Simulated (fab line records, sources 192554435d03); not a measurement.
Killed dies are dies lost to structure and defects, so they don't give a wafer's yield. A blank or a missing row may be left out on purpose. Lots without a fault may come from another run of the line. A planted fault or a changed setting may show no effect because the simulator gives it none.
fab line records | flow n5_finfet
record lots=4 wafers=12 last_day=20
route steps=1938 shown BEOL_M11@1566 BEOL_M12@1602 BEOL_M15@1830 PASSIVATION@1936
lots that met no fault: from a run of the same line without faults
start_h: hours from the record's first day to the start of the lot's first wafer shown | wait_h: hours since the lot's step before | " the same as in the row above | L1.1+2: a row that stands for several wafers | - no value, or no start given | * or withheld: withheld | < > ~ a bound
route shown NAME@n: a module of which the file shows steps, and the number in the route of the first | usual: mean/standard deviation of fault-free wafers | same: alike in all rows | chamber/n: place in a boat | sites: the reading at each site | _std_site: their standard deviation | _edge_site: outer sites' mean less inner sites' | radius_mm: how far each site lies from the wafer's centre | mask NAME#n: copy n | behind: the tool/chamber that last shaped the wafer | hold: why the lot was held/for how many hours/how that ended | device: the transistor (n, p or np) that didn't switch | end of line: the same wafers' tests at the end of the route | a step without rows: its recipe alone | killed: dies lost to structure and defects at the first sort, not the wafer's yield | map: a wafer's dies, x killed, . not, _ none there
set.NAME: the setting as run; set.NAME@STEP: as run at that earlier step | model.NAME: the simulator's own value behind a step, which no gauge read
lots at some steps of the route; a table a step, a row a wafer
services: from which hour (start_h, from the record's first day; less than 0 if before it) a tool's chamber was out of use, for how many hours, and why
## steps
# step N5_BEOL_M11_PEB_26
# recipe peb_temp_c=withheld peb_time_s=60 resist=CAR-ArF
# step N5_BEOL_M11_DEVELOP_27
# recipe develop_time_s=30 developer=TMAH resist=CAR-ArF rinse_liquid=diw dry=air_spin dev_temp_c=23
# step N5_BEOL_M11_DESCUM_33
# recipe chemistry=O2 time_s=7.9 source_power_w=50 bias_power_w=20 pressure_mtorr=20 rf_frequency_hz=2.712e+07 temp_c=40 resist=CAR-ArF o2_flow_sccm=225
# step N5_BEOL_M11_ETCH_65
# recipe chemistry=CF4 target=SiARC target_depth_a=390 mask_material=CAR-ArF time_s=65 ion_energy_ev=80 pressure_mtorr=40 source_w=545 bias_w=36 Ar_flow_sccm=100 cf4_flow_sccm=100 ends=cleared
# step N5_BEOL_M11_ETCH_66
# recipe chemistry=N2/H2 target=SOC target_depth_a=1200 overetch_a=240 mask_material=SiARC temp_c=40 time_s=180 ion_energy_ev=200 pressure_mtorr=30 source_w=840 bias_w=150 n2_flow_sccm=200 h2_flow_sccm=200
# step N5_BEOL_M11_STRIP_69
# recipe chemistry=N2/H2 temp_c=40 n2_flow_sccm=200 h2_flow_sccm=200 rf_frequency_hz=6e+07
# step N5_BEOL_M11_VIA_ETCH_34
# recipe chemistry=C4F6/O2 target=SiCOH_lowk target_depth_a=1845 mask_material=SOC taper_deg=4 time_s=69.2 ion_energy_ev=250 pressure_mtorr=30 source_w=345 bias_w=185 Ar_flow_sccm=300 C4F6_flow_sccm=10 O2_flow_sccm=10
# step N5_BEOL_M11_STRIP_73
# recipe chemistry=C4F6/O2 resist=SiARC rf_frequency_hz=6e+07
# step N5_BEOL_M11_STRIP_36
# recipe chemistry=N2/H2 power_w=450 temp_c=40 pressure_mtorr=20 rf_frequency_hz=6e+07 overash_fraction=0.3 bias_power_w=7 h2_frac=0.5 n2_flow_sccm=200 h2_flow_sccm=200
# step N5_BEOL_M11_TRENCH_ETCH_37
# recipe chemistry=C4F6/O2 target_depth_a=1488.3 target=SiCOH_lowk time_s=48 ion_energy_ev=250 pressure_mtorr=30 source_w=345 bias_w=185 Ar_flow_sccm=300 C4F6_flow_sccm=10 O2_flow_sccm=10
# usual drypump_motor_current_A=5.7/0.38 mfc_ar_sccm=300.0/0.91 oes_product_au=0.82/0.084 rf_vpp_V=660/13 run_length_s=71.1/0.52 showerhead_plenum_p_Torr=2.85/0.09 throttle_valve_pct=20.81/0.21
# columns lot.wafer tool chamber start_h wait_h drypump_motor_current_A mfc_ar_sccm oes_product_au rf_hours_counter_h rf_vpp_V run_length_s showerhead_plenum_p_Torr throttle_valve_pct model.BEOL_M11.feature_depth_nm model.etch.depth_nm model.TiN_of_BEOL_M11_HM_DEP_02.thk_nm
L480.3 rie_diel-06 0 328.77 - 6.2 298.8 0.76 133 648 71.7 2.83 20.70 151.4 151.3 15.8
L480.4 " 1 " " 5.5 301.7 0.99 10 661 70.8 2.89 20.47 155.4 155.4 15.8
L480.6 " 1 " " 5.5 300.9 0.99 - 660 70.9 2.89 20.49 153.6 153.6 15.8
L487.1 rie_diel-06 0 378.98 - 6.3 299.2 0.75 147 648 71.8 2.83 20.72 150.2 150.2 15.8
L487.2 " 3 " " 5.4 300.0 0.81 88 675 85.0 2.76 20.93 192.8 192.9 14.4
L487.4 " 1 " " 5.5 299.3 0.96 23 661 70.5 2.88 20.48 156.2 156.2 15.8
L486.1 rie_diel-06 1 387.53 - 5.5 298.8 0.95 25 660 70.6 2.88 20.47 154.6 154.6 16
L486.4 " 3 " " 5.4 299.4 0.81 90 675 84.8 2.76 20.91 191.8 191.7 14.6
L486.6 " 1 " " 5.5 298.9 0.95 - 659 70.4 2.88 20.51 156 156.1 15.6
L496.3 rie_diel-02 1 432.39 - 5.4 299.3 0.72 203 671 70.8 2.73 20.89 148.6 148.6 15.6
L496.5 " 2 " " 5.7 299.6 0.71 - 649 71.4 2.62 21.15 146.6 146.5 15.4
L496.6 " 3 " " 5.8 300.1 0.68 - 680 70.5 2.89 20.89 149.2 149.2 15.4
# step N5_BEOL_M11_ETCH_41
# recipe chemistry=CH3F/O2 target=SiCN target_depth_a=426 taper_deg=2 time_s=86 ion_energy_ev=120 mask_material=TiN pressure_mtorr=30 source_w=395 bias_w=75 Ar_flow_sccm=150 CH3F_flow_sccm=30 O2_flow_sccm=20
# step N5_BEOL_M11_STRIP_77
# recipe chemistry=N2/H2 time_s=10 power_w=450 temp_c=40 pressure_mtorr=20 rf_frequency_hz=6e+07 bias_power_w=7 n2_flow_sccm=200 h2_flow_sccm=200
# step N5_BEOL_M11_OCD_MEAS_38
# usual trench_depth_nm=151/3.4
# columns lot.wafer tool chamber start_h wait_h trench_depth_nm
L480.3 ocd-02 - 328.95 - 151
L480.4 " - " " 155
L480.6 " - " " 154
L487.1 ocd-01 - 379.16 - 150
L487.2 " - " " 193
L487.4 " - " " 156
L486.1 ocd-01 - 387.71 - 155
L486.4 " - " " 191
L486.6 " - " " 157
L496.3 ocd-01 - 432.57 - 149
L496.5 " - " " 146
L496.6 " - " " 149
# step N5_BEOL_M11_HM_STRIP_39
# recipe chemistry=peroxide_tin_strip material=TiN target_depth_a=250 temp_c=50 time_s=158
# step N5_BEOL_M11_SRD_40
# recipe time_s=30 temp_c=23 rinse_liquid=diw dry=ipa_marangoni
# step N5_BEOL_M11_PRECLEAN_42
# recipe chemistry=residue_remover time_s=60 temp_c=40
# step N5_BEOL_M11_SRD_43
# recipe time_s=30 temp_c=23 rinse_liquid=diw dry=ipa_marangoni
# step N5_BEOL_M11_CURE_72
# recipe temp_c=370 time_s=120 ambient=DMADMS/He material=SiCOH_lowk
# step N5_BEOL_M11_DEGAS_44
# recipe ambient=vacuum temp_c=250 time_s=60
# step N5_BEOL_M11_PRE_CLEAN_45
# recipe gas=H2/He time_s=30 temp_c=250
# step N5_BEOL_M11_ALD_74
# recipe material=TaN target_thk_a=20 temp_c=275 ald_precursor_family=PDMAT ald_co_reactant=NH3 pressure_torr=3 carrier_flow_sccm=1500 pulse_time_s=2 purge_time_s=3 co_reactant_purge_time_s=2 co_reactant_pulse_time_s=3 ald_cycles=40 precursor_vessel_temp_c=75 precursor_vessel_pressure_torr=26.25 precursor_vessel_carrier_sccm=1000
# step N5_BEOL_M11_SURFACE_TREAT_76
# recipe gas=Ar time_s=* ion_energy_ev=* ion_current_ma_cm2=0.5 pressure_mtorr=* ar_flow_sccm=30
# step N5_BEOL_M11_CVD_75
# recipe material=Co target_thk_a=20 temp_c=withheld precursor=CCTBA/H2 pressure_torr=30 time_s=138.9
# step N5_BEOL_M11_SPUTTER_48
# recipe material=Cu target_thk_a=120 temp_c=-20 bias_v=60 power_w=26000 chamber_pressure_pa=0.13 time_s=2
# step N5_BEOL_M11_ECD_50
# recipe material=Cu target_thk_a=3180
# step N5_BEOL_M11_ANNEAL_51
# recipe temp_c=225 time_s=90 ambient=N2
# step N5_BEOL_M11_CMP_52
# recipe stop_on=SiCOH_lowk t_overpolish_s=7 down_force_psi=1 platen_rpm=50 clearing_platen_down_force_psi=1.5 clearing_platen_rpm=50 post_cmp_clean=cu_alkaline target_thk_nm=140 clearing_platen_pad_velocity_m_s=0.99484 pad_velocity_m_s=0.99484
# usual motor_current_A=6.1/0.45
# columns lot.wafer tool chamber start_h wait_h motor_current_A model.Cu_of_BEOL_M11_ECD_50.thk_nm
L480.4 cmp-04 0 331.39 0.1 6.3 146.4
L480.3 " 1 " " 6.3 139.6
L480.6 " 0 " " 6.2 144.2
L487.1 cmp-03 0 382.11 0.3 6.1 142.2
L487.2 " 1 " " 5.5 183.4
L487.4 " 3 " " 6.1 148.4
L486.1 cmp-03 0 391.21 0.3 5.8 148.4
L486.4 " 1 " " 5.5 183.6
L486.6 " 1 " " 5.5 148.8
L496.3 cmp-03 2 436.17 0.3 5.3 141.2
L496.6 " 3 " " 6.1 141.4
L496.5 " 0 " " 6.0 140
# step N5_BEOL_M11_THK_MEAS_53
# recipe thk_meas_gauge=xrf reads=Cu_of_BEOL_M11_ECD_50
# usual M11_THK=145/3.9
# columns lot.wafer tool chamber start_h wait_h M11_THK[nm]
L480.3 film_metro-01 - 331.69 - 142
L480.4 " - " " 149
L480.6 " - " " 147
L487.1 film_metro-02 - 382.41 - 145
L487.2 " - " " 187
L487.4 " - " " 152
L486.1 film_metro-01 - 391.50 - 151
L486.4 " - " " 186
L486.6 " - " " 152
L496.3 film_metro-01 - 436.35 - 144
L496.5 " - " " 143
L496.6 " - " " 144
# step N5_BEOL_M11_PRE_CLEAN_55
# recipe gas=NH3 time_s=15 temp_c=withheld rf_power_w=300
# step N5_BEOL_M11_DEP_56
# recipe material=SiCN target_thk_a=300 temp_c=withheld precursor=3MS/NH3 pressure_torr=3 rf_w=675 time_s=10.5
# step N5_BEOL_M11_RS_MEAS_57
# recipe thk_meas_gauge=four-point-probe reads=Cu_of_BEOL_M11_ECD_50+Co_of_BEOL_M11_CVD_75+TaN_of_BEOL_M11_ALD_74
# usual M11_RS=0.148/0.0041
# columns lot.wafer tool chamber start_h wait_h M11_RS[ohm/sq]
L480.3 film_metro-02 - 331.81 0.0 0.152
L480.4 " - " " 0.144
L480.6 " - " " 0.146
L487.1 film_metro-01 - 382.53 0.0 0.148
L487.2 " - " " 0.112
L487.4 " - " " 0.142
L486.1 film_metro-01 - 391.63 0.0 0.141
L486.4 " - " " 0.112
L486.6 " - " " 0.141
L496.3 film_metro-01 - 436.47 0.0 0.150
L496.5 " - " " 0.151
L496.6 " - " " 0.149
# step N5_BEOL_M12_ILD_DEP_00
# recipe material=SiOC target_thk_a=6589.2 temp_c=350 precursor=DEMS/O2 pressure_torr=5 rf_w=500 time_s=130.7
# step N5_BEOL_M12_COAT_58
# recipe resist=BARC temp_c=205 time_s=60 spin_rpm=1500 resist_thk_nm=89
# step N5_BEOL_M12_COAT_04
# recipe spin_rpm=1625 resist_thk_nm=400
# step N5_BEOL_M12_EBR_06
# recipe solvent=PGMEA ebr_width_mm=1.5
# step N5_BEOL_M12_SOFTBAKE_05
# recipe temp_c=130 time_s=60
# step N5_BEOL_M15_RC_MEAS_101
# usual COMB_M10=1.49e-11/2.8e-12 COMB_M12=6.1e-12/1.2e-12 COMB_M13=4.8e-12/1e-12 COMB_M14=3.3e-12/8.1e-13 COMB_M15=2.3e-12/6e-13 COMB_M5=3.5e-11/6.3e-12 COMB_M6=2.6e-11/5.3e-12 COMB_M7=2.6e-11/5.1e-12 COMB_M8=2.6e-11/5.6e-12 COMB_M8_max_site=3.7e-11/8.8e-12 COMB_M9=1.38e-11/2.8e-12 SERP_M10=3.07/0.099 SERP_M11=3.02/0.1 SERP_M11_max_site=3.11/0.11 SERP_M12=0.632/0.018 SERP_M13=0.310/0.0077 SERP_M14=0.163/0.0062 SERP_M5=38.1/2 SERP_M6=13.9/0.69 SERP_M7=13.7/0.67 SERP_M8=13.6/0.64 SERP_M8_max_site=14.2/0.72 SERP_M9=2.98/0.1
# columns lot.wafer tool chamber start_h wait_h COMB_M10[S/m] COMB_M12[S/m] COMB_M13[S/m] COMB_M14[S/m] COMB_M15[S/m] COMB_M5[S/m] COMB_M6[S/m] COMB_M7[S/m] COMB_M8[S/m] COMB_M8_max_site[S/m] COMB_M9[S/m] SERP_M10[ohm/um] SERP_M11[ohm/um] SERP_M11_max_site[ohm/um] SERP_M12[ohm/um] SERP_M13[ohm/um] SERP_M14[ohm/um] SERP_M5[ohm/um] SERP_M6[ohm/um] SERP_M7[ohm/um] SERP_M8[ohm/um] SERP_M8_max_site[ohm/um] SERP_M9[ohm/um]
L480.3 prober-02 0 354.83 0.3 1.46e-11 6.9e-12 4.3e-12 3.1e-12 9e-13 4.9e-11 3.1e-11 1.9e-11 3.3e-11 3.6e-11 1.75e-11 3.00 3.01 3.02 0.606 0.311 0.159 37.3 14.3 15.2 13.0 13.3 2.93
L480.4 " 0 " " 1.49e-11 6.6e-12 4.1e-12 2.7e-12 1.3e-12 5.2e-11 3.1e-11 2.1e-11 3.2e-11 6e-11 1.41e-11 3.13 2.90 2.95 0.624 0.308 0.163 40.5 13.3 14.3 15.1 15.9 3.21
L480.6 " 0 " " 1.54e-11 7e-12 3.6e-12 2.4e-12 1.8e-12 3.9e-11 2.2e-11 2.8e-11 3.8e-11 6.2e-11 1.35e-11 3.12 2.95 2.99 0.647 0.300 0.166 40.6 13.5 14.6 12.1 12.6 2.92
L487.1 prober-01 0 410.85 0.0 1.26e-11 5.7e-12 5.2e-12 3.5e-12 2.5e-12 3.4e-11 2.8e-11 2.2e-11 2.8e-11 3.7e-11 1.81e-11 3.11 3.11 3.23 0.635 0.322 0.160 38.4 13.7 13.8 12.8 13.2 2.90
L487.2 " 0 " " 1.5e-11 5.7e-12 4.1e-12 5e-12 2e-12 3.4e-11 3.4e-11 2.6e-11 2.4e-11 3e-11 1.44e-11 2.95 2.34 2.48 0.635 0.313 0.153 37.8 14.6 13.8 13.1 13.4 2.96
L487.4 " 0 " " 1.6e-11 6.2e-12 5.7e-12 4.3e-12 2.1e-12 2.8e-11 3.1e-11 3e-11 3.3e-11 4.3e-11 1.49e-11 3.15 2.93 2.95 0.603 0.329 0.163 37.9 14.1 13.8 13.2 14.6 2.92
L486.1 prober-01 0 415.47 0.0 1.51e-11 5.5e-12 6.7e-12 5.7e-12 2.7e-12 3.4e-11 3.8e-11 2.2e-11 2.8e-11 4.1e-11 1.8e-11 3.07 2.89 2.99 0.615 0.306 0.170 38.6 13.3 13.9 13.3 13.5 2.76
L486.4 " 0 " " 1.63e-11 5.3e-12 5.7e-12 3.3e-12 2.5e-12 3.8e-11 2.5e-11 2e-11 2.2e-11 2.9e-11 2.17e-11 3.09 2.26 2.35 0.589 0.313 0.159 39.4 13.7 14.1 13.0 13.4 3.13
L486.6 " 0 " " 1.47e-11 5.6e-12 4.8e-12 3.2e-12 3.4e-12 3.1e-11 3.1e-11 2.1e-11 1.9e-11 2.9e-11 1.26e-11 3.12 2.91 3.00 0.599 0.316 0.159 37.6 15.2 13.8 13.8 14.6 3.01
L496.3 prober-01 0 461.57 0.3 1.23e-11 6.5e-12 5.6e-12 3.5e-12 2.2e-12 2.8e-11 2.2e-11 2.9e-11 2.4e-11 3.8e-11 1.28e-11 3.27 3.10 3.18 0.652 0.309 0.175 38.4 12.9 14.1 13.6 14.2 2.95
L496.5 " 0 " " 1.53e-11 6.6e-12 4.7e-12 3.7e-12 1.8e-12 3.8e-11 3.1e-11 3.2e-11 2.9e-11 3.6e-11 1.36e-11 2.98 3.12 3.20 0.645 0.314 0.159 36.3 13.3 13.7 14.1 14.6 2.99
L496.6 " 0 " " 1.19e-11 4.9e-12 5e-12 3.2e-12 2.7e-12 2.7e-11 2.7e-11 2.8e-11 1.5e-11 4.5e-11 1.16e-11 3.06 3.09 3.13 0.611 0.313 0.157 41.9 12.9 13.4 13.7 14.1 2.69
# sites SERP_M11 radius_mm=0,75,75,75,75,140,140,140,140
L480.3 3.02 3.02 3.01 3.02 2.98 2.92 3.01 2.99 2.93
L487.1 3.17 3.15 3.13 3.23 3.11 3.11 3.03 3.08 3.09
L486.1 2.98 2.99 2.93 2.89 2.96 2.85 2.84 2.81 2.88
L496.3 3.04 3.10 3.10 3.08 3.02 3.18 3.11 3.16 3.08
# step N5_PASSIVATION_PROBE_49
# usual defect_limited_yield=91.4/1.4 killed_at_M0_to_M3=34/9.1 killed_at_M4_up=14/5.2 killed_at_contacts=12/6.4 killed_at_front_end=38/11 killed_at_other=3.7/2.8 killed_dies=102/17 killed_on_rim=14/3.9 killed_open=68/13 killed_short=32/7.8 sort_bin_5_function=5.1/1 sort_bin_6_memory=3.2/0.66 sort_bin_8_speed=0.1/0.92 sort_n_pass=1076/19 sort_yield_pct=91.2/1.6
# same gross_dies=1180 killed_at_back_side=0 sort_bin_4_leakage[%]=0
# columns lot.wafer tool chamber start_h wait_h defect_limited_yield[%] killed_at_M0_to_M3 killed_at_M4_up killed_at_contacts killed_at_front_end killed_at_other killed_dies killed_on_rim killed_open killed_short sort_bin_5_function[%] sort_bin_6_memory[%] sort_bin_8_speed[%] sort_n_pass sort_yield_pct[%]
L480.3 prober-02 - 369.62 0.1 91.4 43 11 17 26 4 101 16 66 34 4.3 4.0 0 1079 91.4
L480.4 prober-02 - 369.67 0.2 93.0 32 14 8 28 1 83 7 58 25 4.3 2.5 0 1097 93.0
L480.6 prober-02 - 369.77 0.3 89.7 63 19 11 28 1 122 19 77 43 6.8 3.2 0 1058 89.7
L487.1 prober-01 - 426.32 0.0 89.7 47 19 11 34 10 121 13 73 45 5.8 4.1 0.1 1059 89.7
L487.2 prober-01 - 426.37 0.1 93.8 12 11 12 35 3 73 10 43 29 3.6 1.9 0 1107 93.8
L487.4 prober-01 - 426.47 0.2 90.8 37 22 7 41 2 109 17 62 42 5.0 3.7 0 1071 90.8
L486.1 prober-02 - 432.04 0.0 91.4 33 14 12 41 1 101 15 68 32 4.7 3.8 0 1079 91.4
L486.4 prober-02 - 432.19 0.2 91.1 38 10 14 37 6 105 14 63 38 5.3 3.6 0 1075 91.1
L486.6 prober-02 - 432.29 0.3 93.1 30 11 4 31 6 82 8 51 29 4.2 2.5 0 1098 93.1
L496.3 prober-01 - 477.25 0.1 90.8 40 18 17 30 4 109 15 81 24 6.1 3.1 0 1071 90.8
L496.5 prober-01 - 477.35 0.2 89.7 34 23 28 31 6 122 15 81 40 6.2 3.6 0 1058 89.7
L496.6 prober-01 - 477.40 0.3 91.6 33 15 11 33 7 99 16 68 26 5.7 2.3 0 1081 91.6
# killed by level:class
L480.3 BEOL_M0_SAQP:geometric_particle:short=13 MOL_CONTACT_COAG:geometric_particle:open=12 STI_FIN_REVEAL:geometric_particle:open=11 BEOL_M2:geometric_particle:open=10 BEOL_M0_SAQP:geometric_particle:open=9 MOL_CONTACT_COAG:geometric_particle:short=5 GATE_CUT:geometric_particle:open=4 BEOL_M3:geometric_particle:open=4
L480.4 BEOL_M2:geometric_particle:open=10 STI_FIN_REVEAL:geometric_particle:open=8 MOL_CONTACT_COAG:geometric_particle:open=7 BEOL_M5:geometric_particle:open=6 FIN_SAQP:geometric_particle:short=5 BEOL_M3:geometric_particle:open=5 BEOL_M0_SAQP:geometric_particle:short=5 GATE_CUT:geometric_particle:short=3
L480.6 BEOL_M1:geometric_particle:open=15 BEOL_M0_SAQP:geometric_particle:short=14 MOL_CONTACT_COAG:geometric_particle:open=10 BEOL_M2:geometric_particle:open=10 BEOL_M0_SAQP:geometric_particle:open=9 GATE_CUT:geometric_particle:short=6 BEOL_M3:geometric_particle:open=6 BEOL_M5:geometric_particle:open=5
L487.1 BEOL_M0_SAQP:geometric_particle:open=14 BEOL_M4:geometric_particle:open=12 BEOL_M0_SAQP:geometric_particle:short=12 FIN_SAQP:geometric_particle:short=9 MOL_CONTACT_COAG:geometric_particle:open=8 FIN_SAQP:geometric_particle:open=7 BEOL_M3:geometric_particle:open=5 STI_FIN_REVEAL:geometric_particle:open=4
L487.2 MOL_CONTACT_COAG:geometric_particle:open=10 FIN_SAQP:geometric_particle:open=9 FIN_SAQP:geometric_particle:short=6 DUMMY_GATE:geometric_particle:open=5 BEOL_M4:geometric_particle:short=5 BEOL_M4:geometric_particle:open=4 STI_FIN_REVEAL:geometric_particle:short=3 GATE_CUT:geometric_particle:short=3
L487.4 BEOL_M0_SAQP:geometric_particle:short=12 BEOL_M0_SAQP:geometric_particle:open=10 DUMMY_GATE:geometric_particle:open=8 FIN_SAQP:geometric_particle:open=7 FIN_SAQP:geometric_particle:short=7 BEOL_M4:geometric_particle:open=7 MOL_CONTACT_COAG:geometric_particle:open=6 BEOL_M4:geometric_particle:short=6
L486.1 FIN_SAQP:geometric_particle:open=9 BEOL_M2:geometric_particle:open=9 STI_FIN_REVEAL:geometric_particle:open=8 MOL_CONTACT_COAG:geometric_particle:open=8 DUMMY_GATE:geometric_particle:open=7 FIN_SAQP:geometric_particle:short=6 BEOL_M0_SAQP:geometric_particle:open=6 BEOL_M4:geometric_particle:open=6
L486.4 MOL_CONTACT_COAG:geometric_particle:open=12 BEOL_M0_SAQP:geometric_particle:short=9 BEOL_M0_SAQP:geometric_particle:open=7 BEOL_M1:geometric_particle:open=7 FIN_SAQP:geometric_particle:short=6 BEOL_M2:geometric_particle:open=6 STI_FIN_REVEAL:geometric_particle:open=5 BEOL_M3:geometric_particle:open=5
L486.6 BEOL_M0_SAQP:geometric_particle:open=7 BEOL_M0_SAQP:geometric_particle:short=7 DUMMY_GATE:geometric_particle:open=6 BEOL_M1:geometric_particle:open=5 FIN_SAQP:geometric_particle:open=4 BEOL_M2:geometric_particle:open=4 STI_FIN_REVEAL:geometric_particle:open=4 FIN_SAQP:geometric_particle:short=3
L496.3 MOL_CONTACT_COAG:geometric_particle:open=14 STI_FIN_REVEAL:geometric_particle:open=10 BEOL_M1:geometric_particle:open=9 BEOL_M2:geometric_particle:open=9 BEOL_M4:geometric_particle:open=7 FIN_SAQP:geometric_particle:open=6 BEOL_M0_SAQP:geometric_particle:open=5 BEOL_M0_SAQP:geometric_particle:short=5
L496.5 MOL_CONTACT_COAG:geometric_particle:open=22 BEOL_M3:geometric_particle:open=11 BEOL_M0_SAQP:geometric_particle:short=7 BEOL_M0:geometric_particle:open=7 BEOL_M4:geometric_particle:open=7 STI_FIN_REVEAL:geometric_particle:open=6 MOL_CONTACT_COAG:geometric_particle:short=6 FIN_SAQP:geometric_particle:open=5
L496.6 FIN_SAQP:geometric_particle:open=12 MOL_CONTACT_COAG:geometric_particle:open=9 BEOL_M3:geometric_particle:open=9 BEOL_M0_SAQP:geometric_particle:open=8 STI_FIN_REVEAL:geometric_particle:open=7 BEOL_M0_SAQP:geometric_particle:short=5 BEOL_M1:geometric_particle:open=5 BEOL_M4:geometric_particle:open=5
## services
# columns tool chamber start_h hours kind
cmp-04 - 309.70 0.3 repair
cmp-03 - 353.81 6.1 pm
rie_diel-02 0 384.42 8.9 repair
rie_diel-02 1 402.36 6.6 repair
rie_diel-02 2 408.53 8.2 repair
cmp-04 - 412.24 1.4 repair
rie_diel-06 - 416.45 15.6 pm
cmp-04 - 423.55 1.4 repair
cmp-03 - 427.87 0.4 repair
cmp-04 - 432.73 0.3 repair
rie_diel-02 3 433.54 - clean
rie_diel-02 3 433.54 - consumable_replace:focus_ring
rie_diel-02 3 433.54 21.6 scheduled_down
rie_diel-02 3 433.54 21.6 vent_cycle
## key
first_sign step=N5_BEOL_M11_TRENCH_ETCH_37 reading=run_length_s direction=up sigmas=26 usual=* struck=*
effect step=N5_BEOL_M11_OCD_MEAS_38 reading=trench_depth_nm direction=up sigmas=12 usual=151 struck=192
effect step=N5_BEOL_M11_THK_MEAS_53 reading=M11_THK direction=up sigmas=11 usual=145 struck=187
effect step=N5_BEOL_M11_RS_MEAS_57 reading=M11_RS direction=down sigmas=8.7 usual=0.148 struck=0.112
effect step=N5_BEOL_M15_RC_MEAS_101 reading=SERP_M11 direction=down sigmas=6.9 usual=3.02 struck=2.30
model_effect step=N5_BEOL_M11_TRENCH_ETCH_37 value=BEOL_M11.feature_depth_nm without=149 struck=192.3
model_effect step=N5_BEOL_M11_CMP_52 value=Cu_of_BEOL_M11_ECD_50.thk_nm without=140.3 struck=183.5
met_at N5_BEOL_M11_TRENCH_ETCH_37
struck_wafers L486.4,L487.2
fault kind=process_parameter_drift tool=rie_diel-06 chamber=3 onset_h=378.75 steps=N5_BEOL_M11_TRENCH_ETCH_37 channel=time_s offset=* shape=step end_h=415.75 acts_in=* stated=*
